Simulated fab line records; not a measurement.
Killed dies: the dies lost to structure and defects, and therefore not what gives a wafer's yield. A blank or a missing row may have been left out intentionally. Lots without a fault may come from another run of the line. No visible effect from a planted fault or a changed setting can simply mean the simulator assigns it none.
Chamber matching || flow nand_harc || NHARC_A_STAIRCASE_DEP_156 on pecvd-01: 3 sister chambers
The step deposits SiNx, target thk 50 nm. 3 wafers are shown with their chamber, then 7 later ones without.

WAFERS, EACH WITH ITS CHAMBER
{"wafer": "L490.5", "chamber": 2, "heater_power_w (W)": 858}
{"wafer": "L492.1", "chamber": 1, "heater_power_w (W)": 508}
{"wafer": "L492.3", "chamber": 0, "heater_power_w (W)": 693}

WAFERS MISSING THEIR CHAMBER
{"wafer": "L492.5", "heater_power_w (W)": 687}
{"wafer": "L499.2", "heater_power_w (W)": 663}
{"wafer": "L499.4", "heater_power_w (W)": 664}
{"wafer": "L499.6", "heater_power_w (W)": 770}
{"wafer": "L502.2", "heater_power_w (W)": 776}
{"wafer": "L502.3", "heater_power_w (W)": 598}
{"wafer": "L502.5", "heater_power_w (W)": 613}

WHICH CHAMBER EACH ONE RAN IN
{"wafer": "L492.5", "from the rows above": 0, "in truth": 0}
{"wafer": "L499.2", "from the rows above": "can't be placed: 0 or 1", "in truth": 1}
{"wafer": "L499.4", "from the rows above": "can't be placed: 0 or 1", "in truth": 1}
{"wafer": "L499.6", "from the rows above": "can't be placed: 0 or 2", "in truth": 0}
{"wafer": "L502.2", "from the rows above": "can't be placed: 2 or 0", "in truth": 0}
{"wafer": "L502.3", "from the rows above": "can't be placed: 1 or 0", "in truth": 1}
{"wafer": "L502.5", "from the rows above": "can't be placed: 0 or 1", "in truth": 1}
Placed correctly: 1 of 7. Cannot be placed on the basis of these rows: 6; the candidates contain the true chamber in 6. Number placed wrongly: 0.
How it was worked out, from the rows above alone: a wafer's distance from a chamber is the root of the sum, over the readings, of the square of ((its reading less the chamber's mean) divided by the reading's scatter). The wafer belongs to the nearest chamber; if the next one is less than 2 further off, it can't be placed. Each chamber's mean is taken over the wafers shown for it. The scatter: root of mean squared gap, hidden wafer to nearest shown wafer, with one shown wafer a chamber.
